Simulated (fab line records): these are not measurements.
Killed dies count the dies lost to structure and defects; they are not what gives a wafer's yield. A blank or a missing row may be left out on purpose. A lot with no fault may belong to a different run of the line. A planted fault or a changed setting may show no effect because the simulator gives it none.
2 desks, one fault / flow n5-finfet / only its own numbers are on each desk; what lay behind them is given at the end

AT THE TOOL OWNER'S DESK: pecvd-01
The tool's own readings at N5_FIN_SAQP_HM_DEP_03 (deposits SiNx from SiH4/NH3/N2, target thk 38 nm, time 33.6 s): means of the sampled wafers that have a number, for each lot that ran on this tool. A lot is out of limits, marked OUT, if its mean lies more than 4 standard deviations from the usual mean; the brackets give that distance.
Columns: A = heater-power-w at N5_FIN_SAQP_HM_DEP_03, usual 745 W; B = showerhead-plenum-p-Torr at N5_FIN_SAQP_HM_DEP_03, usual 5.14 Torr; C = throttle-valve-pct at N5_FIN_SAQP_HM_DEP_03, usual 40.1 %
lot=L361; first seen here=day 3 21:22; A=792; B=5.12; C=40.2
lot=L363; first seen here=day 4 08:36; A=819; B=5.13; C=39.0
lot=L365; first seen here=day 4 20:21; A=756; B=5.12; C=40.1
lot=L370; first seen here=day 6 02:49; A=838; B=5.11; C=39.9
lot=L371; first seen here=day 6 08:46; A=734; B=5.13; C=40.2
This desk's finding: nothing out of limits on any of the 5 lots.

METROLOGY DESK
What the gauges read for every lot (on any tool): the sampled wafers with a number, averaged. A lot is out of limits, marked OUT, if its mean lies more than 4 standard deviations from the usual mean; the brackets give that distance.
Columns: A = thk-nm at N5_FIN_SAQP_THK_MEAS_05, usual 37.9 nm; B = FIN_CORE_OVL at N5_FIN_SAQP_OVL_MEAS_17, usual -0.5 nm
lot=L354; first seen here=day 2 02:58; A=37.9; B=-0.6
lot=L355; first seen here=day 2 09:12; A=37.5; B=-1.2
lot=L358; first seen here=day 3 03:34; A=37.4; B=-0.7
lot=L361; first seen here=day 3 21:27; A=38.3; B=-0.8
lot=L363; first seen here=day 4 08:41; A=37.8; B=-0.5
lot=L365; first seen here=day 4 20:26; A=38.3; B=-0.2
lot=L370; first seen here=day 6 02:54; A=36.2; B=-0.2
lot=L371; first seen here=day 6 08:52; A=36.3; B=-0.4
lot=L372; first seen here=day 6 15:37; A=37.4; B=-0.2
lot=L374; first seen here=day 7 02:53; A=37.6; B=0.2
This desk's finding: nothing out of limits on any of the 10 lots.

ALL TOGETHER
Nothing out of limits was seen by the tool owner's desk.
From the metrology desk's view, nothing was out of limits.

WHAT THE SIMULATOR PUT IN
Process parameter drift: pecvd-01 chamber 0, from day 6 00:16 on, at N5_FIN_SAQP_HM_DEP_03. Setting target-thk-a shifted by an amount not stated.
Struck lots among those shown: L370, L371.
